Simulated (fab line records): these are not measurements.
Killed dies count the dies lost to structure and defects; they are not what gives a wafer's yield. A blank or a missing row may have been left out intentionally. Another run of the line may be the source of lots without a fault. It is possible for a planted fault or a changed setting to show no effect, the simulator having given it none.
Code-filled problem report in 8D (eight disciplines) form    flow n5Finfet    the parts of the form that need people (team, actions taken, sign-off) are left out

## 1. WHAT IS WRONG
timeToEndpointS at N5_STI_FIN_REVEAL_CMP_04 reads a mean of 216 s on 1 wafer of 1 lot; wafers without a fault read 106 s with a standard deviation of 5.4. Relative to the usual mean, that is a shift of +20 standard deviations.
The step: polishes, stops on Si3N4, t overpolish 4 s, target thk 131.83 nm.
The first sign was on wafer L789.3 at day 3 15:48, on cmp-03. The record holds 27 wafers of 9 lots with a number at this step. Rule for "out" (also "out of limits"): further than 4 standard deviations from the usual mean. All remaining wafers that have a number are taken as sound.

## 2. WHAT IT IS AND WHAT IT IS NOT
question                     is                is not
which readings at this step  timeToEndpointS   overpolishRunS
which lots                   L789              L785, L788, L792, L799, L801, L804, L806, L807
which wafers of those lots   L789.3            L789.4, L789.5
read on which tools          cmp-03            cmp-01, cmp-04
when                         from day 3 15:48  up to then (8 sound wafers); but 18 sound wafers of L792, L799, L801, L804, L806, L807 came after

## 3. SUSPECTS, AND WHAT RULES EACH OUT
Counting: if a tool at a process step up to the reading ran every lot that is out, it stays a suspect. Sound lots after the first of them don't rule it out here, since some wafers of a struck lot are sound.
- rieDiel-03 at N5_FIN_CUT_CUT_ETCH_27 (etches SiO2 in CHF3/O2, target depth 4 nm, overetch 2 nm, time 4.9 s): kept. It processed L789, the lot that is out, at day 3 10:05, and its most recent sound lot before then was L785 at day 2 10:23.
- vaporEtch-02 at N5_FIN_CUT_PRECLEAN_35 (cleans in vHF, time 13.3 s): kept. It processed L789, the lot that is out, at day 3 10:10, and its most recent sound lot before then was L788 at day 3 03:05.
- rieDiel-03 at N5_FIN_CUT_STRIP_22 (strips in N2/H2): kept. It processed L789, the lot that is out, at day 3 10:29, and its most recent sound lot before then was L788 at day 3 03:17.
- cmp-03 at N5_STI_FIN_REVEAL_CMP_04 (polishes, stops on Si3N4, t overpolish 4 s, target thk 131.83 nm): kept. It processed L789, the lot that is out, at day 3 15:48, and its most recent sound lot before then was L788 at day 3 08:47. On those wafers its own readings are out: timeToEndpointS.
- Within rieDiel-03 at N5_FIN_CUT_CUT_ETCH_27, the wafers that are out were processed in chamber 1 and their sound lot-mates in chamber 3.
- Within cmp-03 at N5_STI_FIN_REVEAL_CMP_04, the wafers that are out were processed in chamber 1 and their sound lot-mates in chamber 3.
Left after counting: rieDiel-03 at N5_FIN_CUT_CUT_ETCH_27, vaporEtch-02 at N5_FIN_CUT_PRECLEAN_35, rieDiel-03 at N5_FIN_CUT_STRIP_22, cmp-03 at N5_STI_FIN_REVEAL_CMP_04.

## 4. THE CAUSE (what the simulator had put in)
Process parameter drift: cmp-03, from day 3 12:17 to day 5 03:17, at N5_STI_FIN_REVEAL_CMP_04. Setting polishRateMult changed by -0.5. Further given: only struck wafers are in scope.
Of the 4 suspects that counting leaves, this tool is one.

## 5. THE CHAIN OF EFFECTS, in route order
Each row: a reading where the mean over the struck wafers with a number is more than 3 standard deviations away from the usual. Only readings whose record carries a usual standard deviation are examined. hours: median over the lots of the time between each lot's start at the first step of this table that gives one and its start at this step. sigmas: the change, counted in usual standard deviations.
hours  step                      reading          usual  on struck wafers  change  sigmas
0      N5_STI_FIN_REVEAL_CMP_04  timeToEndpointS  106 s  216               +110    +20
It contains these process steps:
- N5_STI_FIN_REVEAL_CMP_04: polishes, stops on Si3N4, t overpolish 4 s, target thk 131.83 nm.
Later steps that measure or inspect, where all struck wafers having a row at the step show a number for every such reading and not one has moved that far: N5_BEOL_M4_RC_MEAS_101.

## 6. WHAT WOULD HAVE CAUGHT IT SOONER
4 hours passed between the start of the fault at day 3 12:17 and the first reading out of limits in this record, taken at day 3 15:48.
